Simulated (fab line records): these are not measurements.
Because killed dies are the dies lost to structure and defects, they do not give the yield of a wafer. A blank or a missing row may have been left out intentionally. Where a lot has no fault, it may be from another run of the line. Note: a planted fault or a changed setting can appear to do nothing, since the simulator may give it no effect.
fab line records	flow nand_harc
[record] lots = 12	wafers = 36	last_day = 34
route steps=1302 shown A_M0@1161 A_M1@1177 END@1302
lots that met no fault: taken from a fault-free run of the same line
start_h: start of the lot's first displayed wafer, in hours after the record's first day	wait_h: how many hours have passed since the lot's step before this one	" unchanged from the row above	L1.1+2: a single row standing in for several wafers	- no value, or no start was given	* or withheld: withheld	< > ~ a bound
route shown NAME@n: a module of which the file shows steps, and the number in the route of the first	usual: mean/standard deviation of fault-free wafers	same: alike in all rows	chamber/n: place in a boat	sites: readings site by site	_std_site: the standard deviation of these	_edge_site: the outer-site mean with the inner-site mean subtracted	radius_mm: for every site, how far away it sits from the centre of the wafer	mask NAME#n: copy n	behind: tool/chamber where the wafer was last shaped	hold: why the lot was held/for how many hours/how that ended	device: the n, p or np transistor that did not switch	end of line: the tests these same wafers got at the end of their route	step lacking rows: just its recipe	killed: not the wafer's yield, but the dies lost to structure and defects at the first sort	map: per-die view of a wafer (x killed, . not killed, _ where there is no die)
set.NAME: the setting the step ran with; set.NAME@STEP: the setting that earlier step ran with	model.NAME: the simulator's own value behind a step, which no gauge read
a sample of lots followed through the steps of the route, with each step as a table and each wafer as a row
services: a tool's chamber out of use, with start hour (start_h, from the record's first day; less than 0 if before it), hours out, and reason
[[steps]]
[step NHARC_A_M0_ANNEAL_30]
[recipe] temp_c = 225	time_s = 90
[usual] anneal_temp_c = 224.97/0.17	wafer_temp_C_max = 226.30/0.27
lot.wafer	tool	chamber	start_h	wait_h	anneal_temp_c	wafer_temp_C_max
L923.2	rtp_anneal-02	0	529.31	-	225.01	226.20
L923.4	"	0	"	"	224.88	226.56
L923.5	"	0	"	"	225.02	226.39
L924.2	rtp_anneal-01	0	531.14	-	224.76	226.39
L924.3	"	0	"	"	224.74	226.26
L924.6	"	0	"	"	224.91	226.27
L925.1	rtp_anneal-01	0	546.74	-	224.94	226.25
L925.2	"	0	"	"	225.02	226.28
L925.3	"	0	"	"	225.26	226.26
L927.2	rtp_anneal-02	0	551.63	0.3	225.20	226.16
L927.4	"	0	"	"	225.34	226.12
L927.6	"	0	"	"	224.89	226.79
L926.1	rtp_anneal-02	0	553.34	-	225.23	226.44
L926.4	"	0	"	"	224.97	226.37
L926.5	"	0	"	"	224.73	226.18
L928.1	rtp_anneal-01	0	568.81	-	224.58	226.35
L928.2	"	0	"	"	224.58	225.76
L928.4	"	0	"	"	224.77	226.03
L931.4	rtp_anneal-01	0	601.12	0.5	224.97	226.41
L931.5	"	0	"	"	225.01	225.86
L931.6	"	0	"	"	224.96	225.96
L939.1	rtp_anneal-02	0	686.00	0.3	224.91	226.51
L939.2	"	0	"	"	225.18	226.23
L939.6	"	0	"	"	224.99	226.25
L941.1	rtp_anneal-01	0	709.10	-	225.14	226.45
L941.2	"	0	"	"	225.06	226.29
L941.4	"	0	"	"	225.00	226.37
L943.1	rtp_anneal-01	0	711.82	-	224.71	225.99
L943.3	"	0	"	"	224.91	225.91
L943.4	"	0	"	"	224.84	225.98
L945.1	rtp_anneal-02	0	741.84	0.3	225.26	226.21
L945.2	"	0	"	"	225.12	226.58
L945.5	"	0	"	"	225.04	226.77
L946.2	rtp_anneal-01	0	766.02	-	225.24	226.01
L946.4	"	0	"	"	225.00	225.73
L946.6	"	0	"	"	225.22	225.95
[step NHARC_A_M0_THK_MEAS_24]
[recipe] thk_meas_gauge = xrf
[usual] thk_nm = 113.4/1.6
lot.wafer	tool	chamber	start_h	wait_h	thk_nm
L923.2	film_metro-01	-	529.92	-	114.0
L923.4	"	-	"	"	115.5
L923.5	"	-	"	"	111.8
L924.2	film_metro-01	-	531.74	-	113.4
L924.3	"	-	"	"	111.5
L924.6	"	-	"	"	114.7
L925.1	film_metro-02	-	547.40	-	113.3
L925.2	"	-	"	"	116.5
L925.3	"	-	"	"	113.3
L927.2	film_metro-02	-	552.24	-	109.2
L927.4	"	-	"	"	113.9
L927.6	"	-	"	"	110.0
L926.1	film_metro-01	-	554.00	-	113.7
L926.4	"	-	"	"	112.7
L926.5	"	-	"	"	112.4
L928.1	film_metro-01	-	569.46	-	111.8
L928.2	"	-	"	"	114.3
L928.4	"	-	"	"	110.8
L931.4	film_metro-01	-	601.63	-	116.5
L931.5	"	-	"	"	110.9
L931.6	"	-	"	"	112.1
L939.1	film_metro-02	-	686.66	-	111.0
L939.2	"	-	"	"	114.8
L939.6	"	-	"	"	112.7
L941.1	film_metro-01	-	709.75	-	113.8
L941.2	"	-	"	"	114.6
L941.4	"	-	"	"	114.6
L943.1	film_metro-02	-	712.48	-	114.9
L943.3	"	-	"	"	114.4
L943.4	"	-	"	"	112.5
L945.1	film_metro-02	-	742.50	-	114.0
L945.2	"	-	"	"	114.6
L945.5	"	-	"	"	115.2
L946.2	film_metro-01	-	766.63	-	112.2
L946.4	"	-	"	"	114.5
L946.6	"	-	"	"	113.2
[step NHARC_A_M1_PEB_07]
[recipe] peb_temp_c = 100	peb_time_s = 65
[usual] heater_power_total_W = 156.7/0.41	plate_temp_C = 99.99/0.13
lot.wafer	tool	chamber	start_h	wait_h	heater_power_total_W	plate_temp_C
L923.2	litho_track-01	0	531.37	0.1	157.1	100.21
L923.4	"	0	"	"	157.2	100.13
L923.5	"	0	"	"	156.7	100.15
L924.2	litho_track-01	0	533.09	0.1	156.3	99.84
L924.3	"	0	"	"	156.0	100.11
L924.6	"	0	"	"	157.0	99.81
L925.1	litho_track-06	0	549.04	0.1	156.0	99.96
L925.2	"	0	"	"	155.9	100.07
L925.3	"	0	"	"	156.2	100.03
L927.2	litho_track-06	0	554.59	0.1	155.9	99.96
L927.4	"	0	"	"	156.3	100.04
L927.6	"	0	"	"	157.1	99.98
L926.1	litho_track-01	0	555.56	0.1	155.9	99.89
L926.4	"	0	"	"	156.8	99.87
L926.5	"	0	"	"	156.5	100.05
L928.1	litho_track-01	0	570.95	0.1	156.6	99.95
L928.2	"	0	"	"	156.8	99.95
L928.4	"	0	"	"	157.1	99.92
L931.4	litho_track-06	0	603.27	0.0	156.2	100.17
L931.5	"	0	"	"	157.1	99.97
L931.6	"	0	"	"	156.8	100.13
L939.1	litho_track-06	0	688.25	0.1	160.6	101.83
L939.2	"	0	"	"	159.9	101.64
L939.6	"	0	"	"	160.3	101.79
L941.1	litho_track-06	0	711.10	0.1	159.9	101.64
L941.2	"	0	"	"	159.8	101.55
L941.4	"	0	"	"	160.5	101.62
L943.1	litho_track-01	0	713.94	0.1	157.1	100.02
L943.3	"	0	"	"	156.2	100.03
L943.4	"	0	"	"	156.8	100.13
L945.1	litho_track-04	0	743.85	0.1	156.7	99.98
L945.2	"	0	"	"	156.6	99.98
L945.5	"	0	"	"	157.0	99.97
L946.2	litho_track-04	0	767.95	0.1	157.2	99.89
L946.4	"	0	"	"	156.7	99.77
L946.6	"	0	"	"	157.1	99.97
[step NHARC_A_M1_CD_MEAS_09]
[recipe] target_cd_nm = 120	landing_energy_ev = 500
[usual] cd_nm = 120.5/0.89
lot.wafer	tool	chamber	start_h	wait_h	cd_nm
L923.2	cd_sem-02	0	531.45	-	120.5
L923.4	"	0	"	"	120.6
L923.5	"	0	"	"	120.4
L924.2	cd_sem-02	0	533.17	-	120.4
L924.3	"	0	"	"	120.2
L924.6	"	0	"	"	119.9
L925.1	cd_sem-02	0	549.12	-	120.1
L925.2	"	0	"	"	120.5
L925.3	"	0	"	"	119.2
L927.2	cd_sem-01	0	554.67	-	120.1
L927.4	"	0	"	"	120.4
L927.6	"	0	"	"	118.2
L926.1	cd_sem-03	0	555.64	-	120.9
L926.4	"	0	"	"	120.3
L926.5	"	0	"	"	121.9
L928.1	cd_sem-02	0	571.03	-	120.5
L928.2	"	0	"	"	119.7
L928.4	"	0	"	"	118.7
L931.4	cd_sem-02	0	603.36	-	121.0
L931.5	"	0	"	"	121.0
L931.6	"	0	"	"	121.8
L939.1	cd_sem-02	0	688.33	-	125.7
L939.2	"	0	"	"	124.9
L939.6	"	0	"	"	125.8
L941.1	cd_sem-02	0	711.18	-	126.0
L941.2	"	0	"	"	124.4
L941.4	"	0	"	"	124.8
L943.1	cd_sem-01	0	714.02	-	120.2
L943.3	"	0	"	"	119.5
L943.4	"	0	"	"	119.3
L945.1	cd_sem-03	0	743.93	-	121.1
L945.2	"	0	"	"	120.5
L945.5	"	0	"	"	120.9
L946.2	cd_sem-03	0	768.03	-	120.8
L946.4	"	0	"	"	120.6
L946.6	"	0	"	"	122.9
[step NHARC_A_M1_ETCH_15]
[recipe] target_depth_a = 1825	time_s = 91.2	c4f8_flow_sccm = withheld	ar_flow_sccm = 400	rf_w = 600	bias_w = 300	chemistry = C4F8/Ar
[usual] oes_product_au = 0.943/0.021	rf_vpp_V = 439.9/2.9
lot.wafer	tool	chamber	start_h	wait_h	oes_product_au	rf_hours_counter_h	rf_vpp_V
L923.2	rie_diel-10	2	-	-	0.925	7.3	439.8
L923.4	"	3	"	"	0.913	8.0	442.1
L923.5	"	2	"	"	0.921	-	438.8
L924.3	rie_diel-07	3	-	-	0.969	2.8	436.5
L924.2	"	1	"	"	0.955	2.8	436.4
L924.6	"	3	"	"	0.973	-	435.6
L925.1	rie_diel-04	0	-	-	0.967	0.2	445.7
L925.3	"	2	"	"	0.955	0.1	439.8
L925.2	"	3	"	"	0.962	0.1	438.3
L927.2	rie_diel-07	0	-	-	0.922	3.9	439.2
L927.4	"	1	"	"	0.917	4.2	436.8
L927.6	"	3	"	"	0.907	-	438.0
L926.4	rie_diel-07	1	-	-	0.921	4.2	436.9
L926.1	"	2	"	"	0.938	4.4	442.8
L926.5	"	1	"	"	0.928	-	436.1
L928.4	rie_diel-04	1	-	-	0.949	0.9	438.4
L928.1	"	2	"	"	0.930	0.8	440.6
L928.2	"	3	"	"	0.939	0.8	438.5
L931.4	rie_diel-07	1	-	-	0.932	7.7	435.2
L931.6	"	1	"	"	0.933	-	436.1
L931.5	"	2	"	"	0.946	-	444.4
L939.2	rie_diel-04	0	-	-	0.920	3.3	445.4
L939.1	"	2	"	"	0.917	4.8	438.6
L939.6	"	0	"	"	0.915	-	444.5
L941.2	rie_diel-07	3	-	-	0.948	3.8	438.6
L941.1	"	1	"	"	0.958	3.7	437.5
L941.4	"	2	"	"	0.964	3.5	442.3
L943.1	rie_diel-07	2	-	-	0.977	3.6	444.4
L943.3	"	3	"	"	0.955	3.9	438.2
L943.4	"	0	"	"	0.954	2.8	439.7
L945.1	rie_diel-10	2	-	-	0.951	9.4	437.2
L945.2	"	3	"	"	0.952	9.6	442.4
L945.5	"	0	"	"	0.979	-	435.8
L946.2	rie_diel-07	1	-	-	0.925	6.1	437.4
L946.4	"	2	"	"	0.934	5.9	442.7
L946.6	"	3	"	"	0.919	-	437.8
[step NHARC_A_M1_CD_MEAS_16]
[usual] cd_nm = 120.0/1.1
lot.wafer	tool	chamber	start_h	wait_h	cd_nm
L923.2	cd_sem-03	-	531.94	-	119.9
L923.4	"	-	"	"	121.2
L923.5	"	-	"	"	120.2
L924.2	cd_sem-02	-	533.65	-	120.2
L924.3	"	-	"	"	120.3
L924.6	"	-	"	"	119.1
L925.1	cd_sem-02	-	549.65	-	119.4
L925.2	"	-	"	"	119.8
L925.3	"	-	"	"	118.6
L927.2	cd_sem-03	-	555.16	-	119.4
L927.4	"	-	"	"	120.2
L927.6	"	-	"	"	118.1
L926.1	cd_sem-02	-	556.13	-	120.3
L926.4	"	-	"	"	119.3
L926.5	"	-	"	"	121.4
L928.1	cd_sem-01	-	571.52	-	120.4
L928.2	"	-	"	"	119.2
L928.4	"	-	"	"	118.6
L931.4	cd_sem-02	-	603.84	-	120.5
L931.5	"	-	"	"	120.4
L931.6	"	-	"	"	121.9
L939.1	cd_sem-03	-	688.87	-	124.7
L939.2	"	-	"	"	124.9
L939.6	"	-	"	"	124.9
L941.1	cd_sem-03	-	711.67	-	125.3
L941.2	"	-	"	"	123.8
L941.4	"	-	"	"	126.2
L943.1	cd_sem-03	-	714.51	-	119.1
L943.3	"	-	"	"	117.7
L943.4	"	-	"	"	120.0
L945.1	cd_sem-03	-	744.47	-	121.8
L945.2	"	-	"	"	119.2
L945.5	"	-	"	"	121.1
L946.2	cd_sem-03	-	768.52	-	120.9
L946.4	"	-	"	"	119.7
L946.6	"	-	"	"	123.3
[step NHARC_END_SORT_01]
[recipe] temp_c = 25
[usual] defect_limited_yield = 90.5/2.4	killed_at_array = 59/16	killed_at_other = 0.7/1.1	killed_at_periphery = 4/3	killed_dies = 64/16	killed_open = 3.4/1.8	killed_short = 2.6/1.7
[same] gross_dies = 677
lot.wafer	tool	chamber	start_h	wait_h	defect_limited_yield[%]	killed_at_array	killed_at_other	killed_at_periphery	killed_dies	killed_open	killed_short
L924.2	prober-02	0	567.41	2.8	89.1	70	4	0	74	2	2
L924.3	prober-02	0	568.21	3.1	88.3	76	3	0	79	3	3
L924.6	prober-02	0	570.59	4.0	90.4	54	7	4	65	5	2
L923.2	prober-01	0	567.42	2.8	92.9	40	1	7	48	3	4
L923.4	prober-01	0	569.03	3.4	91.6	51	1	5	57	8	0
L923.5	prober-01	0	569.84	3.7	92.0	44	0	10	54	6	3
L927.2	prober-02	0	595.63	2.8	93.4	45	0	0	45	2	0
L927.4	prober-02	0	597.23	3.4	92.3	50	1	1	52	2	2
L927.6	prober-02	0	598.83	4.0	91.4	54	2	2	58	4	2
L931.4	prober-02	0	641.44	3.4	93.1	33	0	14	47	5	3
L931.5	prober-02	0	642.24	3.7	95.1	24	1	8	33	1	0
L931.6	prober-02	0	643.04	4.0	93.8	34	0	8	42	2	3
L939.1	prober-01	0	724.27	2.5	91.1	56	0	4	60	3	1
L939.2	prober-01	0	725.07	2.8	95.0	32	0	2	34	1	2
L939.6	prober-01	0	728.30	4.0	91.7	47	0	9	56	6	4
// killed by level:class
L924.2 A_CHANNEL_HOLE_D1:chamber_film_flake=29 A_SLIT:chamber_film_flake=27 A_CHANNEL_HOLE_D2:chamber_film_flake=8 THIN_TSV:chamber_film_flake=4 A_CHANNEL_FILL_D2:geometric_particle:short=2 A_CHANNEL_FILL_D1:geometric_particle:open=1 A_M0:geometric_particle:open=1 A_CONTACT:chamber_film_flake=1
L923.2 A_CHANNEL_HOLE_D2:chamber_film_flake=29 P_CONTACT:chamber_film_flake=5 A_WL_FILL:geometric_particle:short=3 A_CONTACT:chamber_film_flake=2 P_M0:geometric_particle:short=1 A_CHANNEL_FILL_D1:geometric_particle:open=1 A_CHANNEL_FILL_D2:geometric_particle:open=1 STARTING-WAFER:geometric_particle:open=1
L924.3 A_CHANNEL_HOLE_D1:chamber_film_flake=36 A_SLIT:chamber_film_flake=23 A_CHANNEL_HOLE_D2:chamber_film_flake=4 A_CHANNEL_FILL_D1:chamber_film_flake=3 THIN_TSV:chamber_film_flake=3 A_CHANNEL_HOLE_D2:geometric_particle:short=2 A_ONON_D1:geometric_particle:short=1 A_CHANNEL_FILL_D2:geometric_particle:open=1
L923.4 A_CHANNEL_HOLE_D2:chamber_film_flake=36 A_ONON_D2:geometric_particle:open=3 A_CHANNEL_FILL_D2:geometric_particle:open=3 P_CONTACT:chamber_film_flake=3 A_CONTACT:chamber_film_flake=3 A_CHANNEL_HOLE_D1:chamber_film_flake=2 A_BLC:geometric_particle:open=1 A_M0:geometric_particle:open=1
L923.5 A_CHANNEL_HOLE_D2:chamber_film_flake=34 P_CONTACT:chamber_film_flake=7 P_GATE:geometric_particle:open=1 P_CONTACT:geometric_particle:open=1 A_SOURCE_PLATE:geometric_particle:short=1 A_ONON_D1:geometric_particle:short=1 A_CHANNEL_FILL_D2:geometric_particle:open=1 A_WL_FILL:geometric_particle:open=1
L924.6 A_CHANNEL_HOLE_D1:chamber_film_flake=27 A_SLIT:chamber_film_flake=13 THIN_TSV:chamber_film_flake=7 A_CHANNEL_HOLE_D2:chamber_film_flake=3 A_STAIRCASE:chamber_film_flake=3 P_M0:geometric_particle:open=2 P_ZERO_WELL:chamber_film_flake=2 A_CHANNEL_FILL_D2:chamber_film_flake=2
L927.2 A_CHANNEL_HOLE_D2:chamber_film_flake=32 A_CONTACT:chamber_film_flake=5 A_CHANNEL_HOLE_D1:chamber_film_flake=2 A_STAIRCASE:chamber_film_flake=2 A_CHANNEL_HOLE_D1:geometric_particle:open=1 A_SGD_CUT:geometric_particle:open=1 A_DECK1_JOINT:chamber_film_flake=1 A_SLIT:chamber_film_flake=1
L927.4 A_CHANNEL_HOLE_D2:chamber_film_flake=28 A_CONTACT:chamber_film_flake=7 A_DECK1_JOINT:chamber_film_flake=3 A_CHANNEL_HOLE_D1:chamber_film_flake=2 A_STAIRCASE:chamber_film_flake=2 A_ONON_D1:geometric_particle:short=1 A_CHANNEL_FILL_D1:geometric_particle:open=1 A_STAIRCASE:geometric_particle:short=1
L927.6 A_CHANNEL_HOLE_D2:chamber_film_flake=39 A_CONTACT:chamber_film_flake=4 A_CHANNEL_FILL_D1:geometric_particle:short=2 A_CHANNEL_HOLE_D1:chamber_film_flake=2 A_DECK1_JOINT:chamber_film_flake=2 A_ONON_D1:geometric_particle:open=1 A_DECK1_JOINT:geometric_particle:open=1 A_CHANNEL_HOLE_D2:geometric_particle:open=1
L931.4 P_GATE:chamber_film_flake=9 A_CHANNEL_HOLE_D2:chamber_film_flake=9 A_CHANNEL_HOLE_D1:chamber_film_flake=5 A_CONTACT:chamber_film_flake=5 A_STAIRCASE:chamber_film_flake=3 A_M0:geometric_particle:open=2 P_STI:chamber_film_flake=2 A_ZERO_WELL:chamber_film_flake=2
L931.5 A_CHANNEL_HOLE_D2:chamber_film_flake=8 P_GATE:chamber_film_flake=5 A_CONTACT:chamber_film_flake=5 A_STAIRCASE:chamber_film_flake=3 P_ZERO_WELL:chamber_film_flake=2 A_CHANNEL_HOLE_D1:chamber_film_flake=2 A_SLIT:chamber_film_flake=2 A_ONON_D2:geometric_particle:open=1
L931.6 A_CONTACT:chamber_film_flake=12 A_CHANNEL_HOLE_D1:chamber_film_flake=5 A_CHANNEL_HOLE_D2:chamber_film_flake=5 P_GATE:chamber_film_flake=4 A_DECK1_JOINT:chamber_film_flake=3 A_STAIRCASE:chamber_film_flake=3 P_ZERO_WELL:chamber_film_flake=2 A_ONON_D1:geometric_particle:short=1
L939.1 A_SLIT:chamber_film_flake=31 A_CONTACT:chamber_film_flake=8 A_CHANNEL_HOLE_D1:chamber_film_flake=7 P_BONDPAD:chamber_film_flake=2 A_STAIRCASE:chamber_film_flake=2 A_WL_FILL:chamber_film_flake=2 A_CHANNEL_FILL_D1:geometric_particle:short=1 A_CHANNEL_FILL_D2:geometric_particle:open=1
L939.2 A_SLIT:chamber_film_flake=16 A_CHANNEL_HOLE_D1:chamber_film_flake=4 A_CONTACT:chamber_film_flake=4 A_STAIRCASE:chamber_film_flake=2 A_CHANNEL_HOLE_D2:geometric_particle:short=1 A_CHANNEL_FILL_D2:geometric_particle:short=1 A_BLC:geometric_particle:open=1 P_STI:chamber_film_flake=1
L939.6 A_SLIT:chamber_film_flake=27 A_CHANNEL_HOLE_D1:chamber_film_flake=9 P_BONDPAD:chamber_film_flake=4 A_CONTACT:chamber_film_flake=3 P_CONTACT:geometric_particle:open=2 P_GATE:geometric_particle:open=1 P_CONTACT:geometric_particle:short=1 A_CHANNEL_FILL_D1:geometric_particle:open=1
[[services]]
tool	chamber	start_h	hours	kind
litho_track-06	-	529.00	7.0	pm
rie_diel-07	0	529.20	-	clean
rie_diel-04	-	531.90	9.0	pm
rie_diel-04	1	547.04	3.9	repair
litho_track-04	-	553.01	7.0	pm
rie_diel-10	1	577.96	2.7	repair
rie_diel-04	0	587.16	64.2	repair
rie_diel-10	-	596.50	9.0	pm
rie_diel-04	2	601.57	5.5	repair
rie_diel-04	3	644.14	101.5	repair
rie_diel-07	-	648.20	9.0	pm
rie_diel-07	0	659.23	13.6	repair
rie_diel-07	3	674.28	1.3	repair
litho_track-01	-	680.00	7.0	pm
rie_diel-07	3	692.25	3.8	repair
rie_diel-07	0	699.51	1.6	repair
rie_diel-10	0	702.56	5.9	repair
litho_track-06	-	704.00	7.0	pm
rie_diel-04	-	708.90	9.0	pm
litho_track-04	-	728.01	7.0	pm
rie_diel-04	2	728.03	15.5	repair
rie_diel-07	1	740.17	1.2	repair
rie_diel-10	1	743.60	5.4	repair
rtp_anneal-02	-	744.17	12.0	pm
[[key]]
[first_sign] step = NHARC_A_M1_PEB_07	reading = plate_temp_C	direction = up	sigmas = 13	usual = *	struck = *
[effect] step = NHARC_A_M1_PEB_07	reading = heater_power_total_W	direction = up	sigmas = 8.6	usual = *	struck = *
[effect] step = NHARC_A_M1_CD_MEAS_09	reading = cd_nm	direction = up	sigmas = 5.5	usual = 120.5	struck = 125.3	through = control_loop
[effect] step = NHARC_A_M1_CD_MEAS_16	reading = cd_nm	direction = up	sigmas = 4.7	usual = 120.0	struck = 125.0	through = control_loop
met_at NHARC_A_M1_PEB_07
struck_lots L939,L941
[loop_trim] step = NHARC_A_M1_EXPOSE_06	setting = dose	lots = L941
not_acting_at NHARC_A_M0_ANNEAL_30,NHARC_A_M0_THK_MEAS_24,NHARC_A_M1_ETCH_15
onset_between 603.27 688.25
[fault] kind = process_parameter_drift	tool = litho_track-06	chamber = -	onset_h = 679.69	steps = NHARC_A_M1_PEB_07	channel = peb_temp_c	offset = *	shape = step	end_h = 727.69	acts_in = *	stated = *
// loop_trim: a control loop set the setting to another value than it would have without faults
